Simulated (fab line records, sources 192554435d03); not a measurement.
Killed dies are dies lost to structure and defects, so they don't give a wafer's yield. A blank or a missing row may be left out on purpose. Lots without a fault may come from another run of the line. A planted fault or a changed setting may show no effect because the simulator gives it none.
Which tool did it? | flow n5_finfet | 15 lots, 43 wafers sampled, at 7 steps of a route of 1938

WHAT THE GAUGES READ, wafer by wafer
N5_BEOL_M6_CD_MEAS_18: pitch 80 nm, target cd 40 nm. Usual: cd_nm 39.8 nm, standard deviation 0.61.
lot  | measured     | on        | cd_nm (nm)     | flag
L336 | day 8 22:32  | cd_sem-02 | 40.4 40.6 40.3 |
L338 | day 9 02:50  | cd_sem-01 | 39.5 39.6 40.3 |
L339 | day 9 23:22  | cd_sem-01 | 39.1 40.1 41.0 |
L340 | day 10 01:56 | cd_sem-01 | 39.7 39.5 40.4 |
L341 | day 10 03:46 | cd_sem-01 | 38.8 40.1 40.4 |
L342 | day 10 12:18 | cd_sem-01 | 38.7 39.7 38.7 |
L343 | day 10 12:49 | cd_sem-03 | 40.4 39.9 39.4 |
L344 | day 10 13:17 | cd_sem-03 | - - -          | OFF
L345 | day 11 08:49 | cd_sem-02 | - - -          | OFF
L347 | day 11 10:07 | cd_sem-01 | - - -          | OFF
L355 | day 14 13:45 | cd_sem-01 | 39.2 40.3      |
L356 | day 14 17:15 | cd_sem-03 | 39.3 39.8 40.4 |
L354 | day 14 20:55 | cd_sem-01 | 38.9 40.8 39.5 |
L357 | day 15 13:16 | cd_sem-02 | 40.0 39.4 40.9 |
L359 | day 15 16:35 | cd_sem-03 | 39.3 39.5      |

WHICH TOOL RAN EACH LOT (tool, then ch and the chambers of the sampled wafers, then the start)
lot  | N5_BEOL_M5_SURFACE_TREAT_87  | N5_BEOL_M5_SPUTTER_48        | N5_BEOL_M5_ANNEAL_49         | N5_BEOL_M6_ETCH_61                 | N5_BEOL_M6_ETCH_62                 | N5_BEOL_M6_HM_OPEN_17
L336 | pvd_sputter-03, day 8 13:29  | pvd_sputter-03, day 8 13:47  | pvd_sputter-03, day 8 13:52  | rie_diel-04 ch 0,1, day 8 22:07    | rie_diel-04 ch 0,1, day 8 22:10    | rie_metal-03 ch 0,1, day 8 22:22
L338 | pvd_sputter-02, day 8 19:07  | pvd_sputter-03, day 8 19:20  | pvd_sputter-03, day 8 19:25  | rie_diel-06 ch 0,3, day 9 02:23    | rie_diel-06 ch 0,3, day 9 02:27    | rie_metal-01 ch 0,1, day 9 02:38
L339 | pvd_sputter-02, day 9 12:01  | pvd_sputter-03, day 9 12:16  | pvd_sputter-03, day 9 12:21  | rie_diel-04 ch 0,2,3, day 9 22:57  | rie_diel-04 ch 0,2,3, day 9 23:01  | rie_metal-01 ch 0,1, day 9 23:11
L340 | pvd_sputter-01, day 9 17:35  | pvd_sputter-03, day 9 17:50  | pvd_sputter-03, day 9 17:55  | rie_diel-04 ch 0,1,3, day 10 01:31 | rie_diel-04 ch 0,1,3, day 10 01:34 | rie_metal-02 ch 0, day 10 01:45
L341 | pvd_sputter-02, day 9 19:02  | pvd_sputter-02, day 9 19:43  | pvd_sputter-02, day 9 19:48  | rie_diel-05 ch 0,1,3, day 10 03:20 | rie_diel-05 ch 0,1,3, day 10 03:24 | rie_metal-03 ch 0,1, day 10 03:37
L342 | pvd_sputter-03, day 10 02:17 | pvd_sputter-03, day 10 02:29 | pvd_sputter-03, day 10 02:34 | rie_diel-05 ch 0,1,3, day 10 11:46 | rie_diel-05 ch 0,1,3, day 10 11:49 | rie_metal-01 ch 0,1, day 10 12:02
L343 | pvd_sputter-01, day 10 03:50 | pvd_sputter-02, day 10 04:08 | pvd_sputter-02, day 10 04:13 | rie_diel-06 ch 0,3, day 10 12:21   | rie_diel-06 ch 0,3, day 10 12:24   | rie_metal-03 ch 0,1, day 10 12:35
L344 | pvd_sputter-01, day 10 04:18 | pvd_sputter-01, day 10 04:31 | pvd_sputter-01, day 10 04:35 | rie_diel-05 ch 0,3, day 10 12:50   | rie_diel-05 ch 0,3, day 10 12:53   | rie_metal-01 ch 0,1, day 10 13:05
L345 | pvd_sputter-01, day 10 23:16 | pvd_sputter-03, day 10 23:31 | pvd_sputter-03, day 10 23:36 | rie_diel-06 ch 1,2,3, day 11 08:22 | rie_diel-06 ch 1,2,3, day 11 08:25 | rie_metal-03 ch 0,1, day 11 08:38
L347 | pvd_sputter-01, day 11 01:45 | pvd_sputter-02, day 11 02:00 | pvd_sputter-02, day 11 02:05 | rie_diel-05 ch 0,1,2, day 11 09:40 | rie_diel-05 ch 0,1,2, day 11 09:43 | rie_metal-01 ch 0,1, day 11 09:56
L355 | pvd_sputter-02, day 14 03:55 | pvd_sputter-02, day 14 04:12 | pvd_sputter-02, day 14 04:17 | rie_diel-05 ch 1,2, day 14 13:17   | rie_diel-05 ch 1,2, day 14 13:20   | rie_metal-03 ch 1, day 14 13:32
L356 | pvd_sputter-03, day 14 07:31 | pvd_sputter-03, day 14 07:59 | pvd_sputter-03, day 14 08:04 | rie_diel-05 ch 0,2, day 14 16:49   | rie_diel-05 ch 0,2, day 14 16:53   | rie_metal-03 ch 1, day 14 17:04
L354 | pvd_sputter-01, day 14 10:28 | pvd_sputter-02, day 14 12:02 | pvd_sputter-02, day 14 12:35 | rie_diel-06 ch 0,2,3, day 14 20:29 | rie_diel-06 ch 0,2,3, day 14 20:33 | rie_metal-03 ch 0,1, day 14 20:46
L357 | pvd_sputter-03, day 15 02:46 | pvd_sputter-01, day 15 03:16 | pvd_sputter-01, day 15 03:21 | rie_diel-05 ch 0,1,2, day 15 12:51 | rie_diel-05 ch 0,1,2, day 15 12:54 | rie_metal-03 ch 0,1, day 15 13:05
L359 | pvd_sputter-02, day 15 06:28 | pvd_sputter-02, day 15 07:04 | pvd_sputter-02, day 15 07:08 | rie_diel-06 ch 1,2, day 15 16:10   | rie_diel-06 ch 1,2, day 15 16:13   | rie_metal-01 ch 1, day 15 16:25
- N5_BEOL_M5_SURFACE_TREAT_87
- N5_BEOL_M5_SPUTTER_48: material Cu, target thk 15 nm, time 27.62 s.
- N5_BEOL_M5_ANNEAL_49: time 1800 s.
- N5_BEOL_M6_ETCH_61: etches SiARC in CF4, target depth 45.5 nm, time 75.8 s.
- N5_BEOL_M6_ETCH_62: etches SOC in N2/H2, target depth 110 nm, overetch 22 nm, time 165 s.
- N5_BEOL_M6_HM_OPEN_17: chemistry Cl2/BCl3, target TiN, target depth 20 nm, overetch 6 nm.

WHAT THE TOOLS THEMSELVES READ (means of the sampled wafers that have a number; where no wafer has one, the mark that the record gives instead)
N5_BEOL_M5_SPUTTER_48. Usual: chuck_gas_flow_sccm 1.26 sccm, standard deviation 0.053; throttle_valve_pct 30.4 %, standard deviation 1.3.
lot  | tool           | chuck_gas_flow_sccm (sccm) | throttle_valve_pct (%) | flag
L336 | pvd_sputter-03 | 1.30                       | 30.0                   |
L338 | pvd_sputter-03 | 1.31                       | 30.7                   |
L339 | pvd_sputter-03 | 1.27                       | 31.4                   |
L340 | pvd_sputter-03 | 1.29                       | 32.1                   |
L341 | pvd_sputter-02 | 1.25                       | 29.1                   |
L342 | pvd_sputter-03 | 1.24                       | 31.2                   |
L343 | pvd_sputter-02 | 1.29                       | 29.0                   |
L344 | pvd_sputter-01 | 1.19                       | 31.2                   |
L345 | pvd_sputter-03 | 1.24                       | 30.6                   |
L347 | pvd_sputter-02 | 1.28                       | 28.9                   |
L355 | pvd_sputter-02 | 1.24                       | 29.0                   |
L356 | pvd_sputter-03 | 1.26                       | 31.1                   |
L354 | pvd_sputter-02 | 1.27                       | 28.9                   |
L357 | pvd_sputter-01 | 1.22                       | 30.8                   |
L359 | pvd_sputter-02 | 1.26                       | 29.2                   |

N5_BEOL_M5_ANNEAL_49. Usual: heater_power_w 831 W, standard deviation 80.
lot  | tool           | heater_power_w (W) | flag
L336 | pvd_sputter-03 | 801                |
L338 | pvd_sputter-03 | 833                |
L339 | pvd_sputter-03 | 846                |
L340 | pvd_sputter-03 | 887                |
L341 | pvd_sputter-02 | 862                |
L342 | pvd_sputter-03 | 804                |
L343 | pvd_sputter-02 | 853                |
L344 | pvd_sputter-01 | 885                |
L345 | pvd_sputter-03 | 816                |
L347 | pvd_sputter-02 | 850                |
L355 | pvd_sputter-02 | 861                |
L356 | pvd_sputter-03 | 818                |
L354 | pvd_sputter-02 | 802                |
L357 | pvd_sputter-01 | 820                |
L359 | pvd_sputter-02 | 859                |

N5_BEOL_M6_ETCH_61. Usual: bias_w 35.98 W, standard deviation 0.12; cf4_flow_sccm 100.04 sccm, standard deviation 0.27; drypump_motor_current_A 5.6 A, standard deviation 0.47; etch_rf_on_time_s 74.9 s, standard deviation 1.8; oes_product_au 0.69 a.u., standard deviation 0.072; rf_vpp_V 184.2 V, standard deviation 1.2; showerhead_plenum_p_Torr 2.15 Torr, standard deviation 0.076; throttle_valve_pct 15.60 %, standard deviation 0.23.
lot  | tool        | bias_w (W) | cf4_flow_sccm (sccm) | drypump_motor_current_A (A) | etch_rf_on_time_s (s) | oes_product_au (a.u.) | rf_vpp_V (V) | showerhead_plenum_p_Torr (Torr) | throttle_valve_pct (%) | flag
L336 | rie_diel-04 | 35.94      | 100.23               | 5.5                         | 75.3                  | 0.65                  | 184.8        | 2.19                            | 15.40                  |
L338 | rie_diel-06 | 36.11      | 99.89                | 6.0                         | 73.8                  | 0.71                  | 185.4        | 2.25                            | 15.68                  |
L339 | rie_diel-04 | 36.10      | 99.87                | 5.4                         | 75.2                  | 0.68                  | 184.0        | 2.13                            | 15.63                  |
L340 | rie_diel-04 | 36.00      | 99.87                | 5.5                         | 75.7                  | 0.66                  | 184.2        | 2.14                            | 15.56                  |
L341 | rie_diel-05 | 35.75      | 100.02               | 5.7                         | 76.1                  | 0.68                  | 183.5        | 2.14                            | 15.72                  |
L342 | rie_diel-05 | 35.92      | 99.84                | 5.7                         | 75.7                  | 0.67                  | 184.3        | 2.14                            | 15.73                  |
L343 | rie_diel-06 | 36.01      | 100.24               | 5.9                         | 74.6                  | 0.69                  | 184.9        | 2.25                            | 15.70                  |
L344 | rie_diel-05 | -          | -                    | -                           | -                     | -                     | -            | -                               | -                      | OFF
L345 | rie_diel-06 | -          | -                    | -                           | -                     | -                     | -            | -                               | -                      | OFF
L347 | rie_diel-05 | -          | -                    | -                           | -                     | -                     | -            | -                               | -                      | OFF
L355 | rie_diel-05 | 35.73      | 100.18               | 5.2                         | 74.0                  | 0.74                  | 185.8        | 2.22                            | 15.46                  |
L356 | rie_diel-05 | 36.09      | 99.97                | 6.0                         | 76.3                  | 0.64                  | 184.5        | 2.11                            | 15.56                  |
L354 | rie_diel-06 | 35.91      | 100.32               | 5.6                         | 73.9                  | 0.71                  | 184.4        | 2.20                            | 15.52                  |
L357 | rie_diel-05 | 35.99      | 100.19               | 5.6                         | 75.5                  | 0.69                  | 183.6        | 2.15                            | 15.56                  |
L359 | rie_diel-06 | 35.95      | 100.00               | 5.4                         | 75.6                  | 0.70                  | 183.2        | 2.08                            | 15.41                  |

N5_BEOL_M6_ETCH_62. Usual: bias_w 150.0 W, standard deviation 0.47; chamber_pressure_mTorr 30.000 mTorr, standard deviation 0.029; drypump_motor_current_A 5.6 A, standard deviation 0.47; oes_product_au 0.68 a.u., standard deviation 0.066; rf_vpp_V 524.4 V, standard deviation 2.8; showerhead_plenum_p_Torr 2.56 Torr, standard deviation 0.095; throttle_valve_pct 17.76 %, standard deviation 0.25.
lot  | tool        | bias_w (W) | chamber_pressure_mTorr (mTorr) | drypump_motor_current_A (A) | oes_product_au (a.u.) | rf_vpp_V (V) | showerhead_plenum_p_Torr (Torr) | throttle_valve_pct (%) | flag
L336 | rie_diel-04 | 149.7      | 29.998                         | 5.5                         | 0.64                  | 526.1        | 2.61                            | 17.63                  |
L338 | rie_diel-06 | 150.1      | 30.001                         | 5.9                         | 0.69                  | 527.8        | 2.68                            | 17.90                  |
L339 | rie_diel-04 | 150.1      | 30.004                         | 5.4                         | 0.67                  | 522.9        | 2.52                            | 17.86                  |
L340 | rie_diel-04 | 149.8      | 30.013                         | 5.5                         | 0.65                  | 523.6        | 2.53                            | 17.73                  |
L341 | rie_diel-05 | 150.2      | 29.987                         | 5.7                         | 0.67                  | 523.9        | 2.54                            | 17.83                  |
L342 | rie_diel-05 | 150.5      | 29.997                         | 5.7                         | 0.66                  | 523.8        | 2.54                            | 17.83                  |
L343 | rie_diel-06 | 150.1      | 30.029                         | 6.0                         | 0.68                  | 528.2        | 2.68                            | 17.92                  |
L344 | rie_diel-05 | 150.3      | 29.987                         | 5.9                         | 0.26                  | 524.0        | 2.54                            | 17.91                  | OFF
L345 | rie_diel-06 | 149.7      | 30.006                         | 5.6                         | 0.31                  | 522.7        | 2.53                            | 17.61                  | OFF
L347 | rie_diel-05 | 150.3      | 29.984                         | 5.6                         | 0.32                  | 524.7        | 2.57                            | 17.53                  | OFF
L355 | rie_diel-05 | 149.9      | 30.068                         | 5.2                         | 0.73                  | 526.8        | 2.62                            | 17.50                  |
L356 | rie_diel-05 | 150.5      | 29.995                         | 6.0                         | 0.64                  | 523.2        | 2.50                            | 17.65                  |
L354 | rie_diel-06 | 149.9      | 29.990                         | 5.6                         | 0.70                  | 524.8        | 2.61                            | 17.75                  |
L357 | rie_diel-05 | 150.1      | 29.983                         | 5.6                         | 0.68                  | 524.9        | 2.55                            | 17.64                  |
L359 | rie_diel-06 | 150.2      | 30.012                         | 5.3                         | 0.69                  | 522.5        | 2.45                            | 17.61                  |

N5_BEOL_M6_HM_OPEN_17. Usual: drypump_motor_current_A 5.4 A, standard deviation 0.34; he_backside_leak_sccm 3.30 sccm, standard deviation 0.2; oes_product_au 0.66 a.u., standard deviation 0.08; throttle_valve_pct 22.29 %, standard deviation 0.25.
lot  | tool         | drypump_motor_current_A (A) | he_backside_leak_sccm (sccm) | oes_product_au (a.u.) | throttle_valve_pct (%) | flag
L336 | rie_metal-03 | 5.5                         | 3.20                         | 0.68                  | 22.31                  |
L338 | rie_metal-01 | 5.4                         | 3.18                         | 0.65                  | 22.37                  |
L339 | rie_metal-01 | 5.7                         | 3.14                         | 0.61                  | 22.57                  |
L340 | rie_metal-02 | 5.2                         | 3.39                         | 0.77                  | 21.92                  |
L341 | rie_metal-03 | 5.3                         | 3.40                         | 0.64                  | 22.27                  |
L342 | rie_metal-01 | 5.6                         | 3.16                         | 0.61                  | 22.56                  |
L343 | rie_metal-03 | 5.5                         | 3.28                         | 0.67                  | 22.32                  |
L344 | rie_metal-01 | 5.7                         | 3.22                         | 0.27                  | 23.22                  | OFF
L345 | rie_metal-03 | 5.5                         | 3.21                         | 0.29                  | 22.98                  | OFF
L347 | rie_metal-01 | 5.4                         | 3.25                         | 0.28                  | 23.04                  | OFF
L355 | rie_metal-03 | 5.7                         | 3.26                         | 0.69                  | 22.39                  |
L356 | rie_metal-03 | 5.7                         | 3.17                         | 0.68                  | 22.40                  |
L354 | rie_metal-03 | 5.3                         | 3.36                         | 0.62                  | 22.29                  |
L357 | rie_metal-03 | 5.3                         | 3.34                         | 0.62                  | 22.31                  |
L359 | rie_metal-01 | 6.0                         | 3.17                         | 0.56                  | 22.80                  |

THE ANSWER, worked out from the rows above alone
Rule: a lot is off if the mean of its wafers that have a number lies more than 3 standard deviations from the usual mean. A lot without any number at a reading at which 4 lots or more have one is off too. The other lots that the step has rows for count as sound. The gauges are gone through in route order, then the tools' own readings, and for those a lot's mean is taken as printed above. The first step at which some lot is off is used, and at that step the reading that is off furthest; a lot without a number counts as furthest.
Off: L344, L345, L347, at N5_BEOL_M6_CD_MEAS_18 (cd_nm). Without a number there: L344, L345, L347.
A tool fits if, at a process step before that reading, it ran every lot that is off, and no sound lot after the first of them. The gauges at N5_BEOL_M6_CD_MEAS_18 aren't tried: what is off there is off at N5_BEOL_M6_ETCH_61 too, on other tools, and a gauge's error can't cause that. None of those tried fits.

WHAT THE SIMULATOR HAD PUT IN
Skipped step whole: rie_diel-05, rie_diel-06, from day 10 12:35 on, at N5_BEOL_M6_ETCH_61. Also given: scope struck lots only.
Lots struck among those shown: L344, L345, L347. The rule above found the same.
